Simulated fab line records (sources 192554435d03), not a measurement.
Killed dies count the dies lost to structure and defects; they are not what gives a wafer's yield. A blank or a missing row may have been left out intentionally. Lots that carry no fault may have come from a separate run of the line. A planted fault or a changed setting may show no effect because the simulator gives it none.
Struck lot and sound lot, side by side    flow n5-finfet    40 steps out of a route of 1938
Sound: the wafers L798.3, L798.5, L798.6. Struck: wafer L800.6; the same lot's L800.5 was not struck, so it is left out; see the end for the cause.
Order at every step that has rows: each side's tool, ch and its chambers, its first start. Under that, the readings that differ: sound wafers    struck wafers    difference of the means    sigmas: that difference in standard deviations of wafers without a fault.
alike: words and numbers the same on both sides, and readings whose means are apart by under 2 such deviations; not compared: readings that were withheld, readings missing a value for some wafer, numbers with overlapping values and no deviation given by the record, and bounds like >300 which may hide the same value.
Wherever a step has rows on one side only, a row that says differs or no value, or a row with sigmas, the two part there. Non-overlapping numbers with no deviation appear without sigmas and do not part them. Lack of a reading on every wafer of one side parts them only where that side has two or more wafers.

first, 8 steps without rows for these wafers: N5_BEOL_M0_ANNEAL_119 (time 90 s); N5_BEOL_M0_CMP_120 (polishes, stops on SiOC, t overpolish 6.9 s); N5_BEOL_M0_PRE_CLEAN_131 (time 15 s); N5_BEOL_M0_CO_CAP_123 (material Co, precursor CCTBA/H2, target thk 2 nm, time 102.1 s); N5_BEOL_M0_PRE_CLEAN_124 (time 15 s); N5_BEOL_M0_DEP_125 (deposits SiCN from 3MS/NH3, target thk 8 nm, time 14 s); N5_BEOL_M1_ILD_DEP_00 (deposits SiOC from DEMS/O2, target thk 79 nm, time 15.3 s); N5_BEOL_M1_PECVD_72 (deposits SiO2 from TEOS/O2, target thk 16 nm, time 18 s).
N5_BEOL_M1_HM_DEP_02: deposits TiN, target thk 20 nm.
  sound: pvd-sputter-01 at day 9 22:50; struck: pvd-sputter-02 at day 10 09:22
reading                                     sound           struck  difference  sigmas
model.TiN_of_BEOL_M1_HM_DEP_02.thk-nm (nm)  19.8 20.2 19.8  36.8    +16.9       
  alike: throttle-valve-pct
then, 16 steps without rows for these wafers: N5_BEOL_M1_COAT_61 (time 60 s, resist thk 60 nm); N5_BEOL_M1_COAT_62 (time 60 s, resist thk 12 nm); N5_BEOL_M1_COAT_73 (time 60 s, resist thk 5 nm); N5_BEOL_M1_COAT_05 (resist thk 30 nm); N5_BEOL_M1_EBR_07; N5_BEOL_M1_SOFTBAKE_06 (time 60 s); N5_BEOL_M1_EXPOSE_08 (exposes mask M1); N5_BEOL_M1_PEB_09 (peb time 60 s); N5_BEOL_M1_DEVELOP_10 (develop time 30 s); N5_BEOL_M1_DESCUM_16 (chemistry O2, time 7 s); N5_BEOL_M1_ETCH_74 (etches underlayer in N2/H2, target depth 6.5 nm, time 5.2 s); N5_BEOL_M1_ETCH_63 (etches SiARC in CF4, target depth 15.6 nm, time 26 s); N5_BEOL_M1_ETCH_64 (etches SOC in N2/H2, target depth 75 nm, overetch 15 nm, time 112.5 s); N5_BEOL_M1_STRIP_65 (strips in N2/H2); N5_BEOL_M1_STRIP_75 (strips in N2/H2); N5_BEOL_M1_STRIP_66 (strips in CF4).
N5_BEOL_M1_HM_OPEN_17: chemistry Cl2/BCl3, target TiN, target depth 20 nm, overetch 6 nm.
  sound on rie-metal-02 ch 0,1, day 9 23:59; struck on rie-metal-01 ch 0, day 10 10:23
reading                   sound              struck  difference  sigmas
model.etch.depth-nm (nm)  19.89 20.22 19.83  26.07   +6.09       
  alike: bcl3-flow-sccm, drypump-motor-current-A, oes-product-au, throttle-valve-pct
  not compared: rf-hours-counter-h
then, 8 steps without rows for these wafers: N5_BEOL_M1_STRIP_19 (strips in O2); N5_BEOL_M1_COAT_67 (time 60 s, resist thk 60 nm); N5_BEOL_M1_COAT_68 (time 60 s, resist thk 12 nm); N5_BEOL_M1_COAT_76 (time 60 s, resist thk 5 nm); N5_BEOL_M1_COAT_22 (resist thk 30 nm); N5_BEOL_M1_EBR_24; N5_BEOL_M1_SOFTBAKE_23 (time 60 s); N5_BEOL_M1_EXPOSE_25 (exposes mask V0, defocus 5 nm, target cd 24 nm).
N5_BEOL_M1_ETCHBACK_99: etches SiO2 in CHF3, target depth 5 nm, time 10.4 s.
  sound on rie-diel-02 ch 0,3, day 10 04:26; struck on rie-diel-02 ch 1, day 10 13:14
reading                sound           struck  difference  sigmas
oes-product-au (a.u.)  1.01 1.03 0.75  0.34    -0.59       -6
  alike: CHF3_flow_sccm, drypump-motor-current-A, rf-vpp-V, showerhead-plenum-p-Torr, throttle-valve-pct
  not compared: rf-hours-counter-h
N5_BEOL_M1_TRENCH_ETCH_37: etches SiOC in C4F6/O2, target depth 55.207 nm, time 29 s.
  sound: rie-diel-02 ch 0,3; struck: rie-diel-02 ch 1
reading                                     sound           struck  difference  sigmas
model.TiN_of_BEOL_M1_HM_DEP_02.thk-nm (nm)  17.4 17.8 17.6  34.4    +16.8       
  alike: C4F6_flow_sccm, drypump-motor-current-A, oes-product-au, rf-vpp-V, showerhead-plenum-p-Torr, throttle-valve-pct
  not compared: rf-hours-counter-h
N5_BEOL_M1_OCD_MEAS_38:
  sound: ocd-01 at day 10 04:50; struck: ocd-01 at day 10 13:37
  not compared: trench-depth-nm
N5_BEOL_M1_CD_MEAS_35: target cd 18 nm, target cd y 21 nm.
  sound: cd-sem-03 at day 10 04:59; struck: cd-sem-03 at day 10 13:46
  not compared: cd-nm
N5_BEOL_M4_RC_MEAS_101:
  the record has rows for the sound wafers here (prober-02 ch 0, day 11 14:20) and none for the struck ones
-- here the record skips 6 days between the struck wafers' starts before and after, leaving off in module BEOL_M4 and picking up in module PASSIVATION (first step shown: number 1936 of the route) --
N5_PASSIVATION_PROBE_49:
  sound: prober-02 at day 16 06:32; struck: prober-02 at day 16 16:57
reading                   sound           struck  difference  sigmas
defect-limited-yield (%)  93.2 90.4 91.5  0       -92         -57
killed_at_M0_to_M3        23 40 16        1071    +1045       +99 or more
killed-at-contacts        2 6 6           17      +12         +2
killed-dies               80 113 100      1180    +1082       +57
killed-on-rim             13 14 11        152     +139        +33
killed-short              28 44 23        63      +31         +4
sort_bin_5_function (%)   4.2 5.2 5.3     95.0    +90.1       +82
sort-n-pass               1100 1067 1080  0       -1082       -60
sort-yield-pct (%)        93.2 90.4 91.5  0       -92         -57
  alike: killed_at_M4_up, killed-at-front-end, killed-at-other, killed-open, sort_bin_6_memory

== WHERE THEY PART ==
Last at N5_PASSIVATION_PROBE_49 as far as this record goes, first at N5_BEOL_M1_ETCHBACK_99.

WHY: the cause the simulator had injected
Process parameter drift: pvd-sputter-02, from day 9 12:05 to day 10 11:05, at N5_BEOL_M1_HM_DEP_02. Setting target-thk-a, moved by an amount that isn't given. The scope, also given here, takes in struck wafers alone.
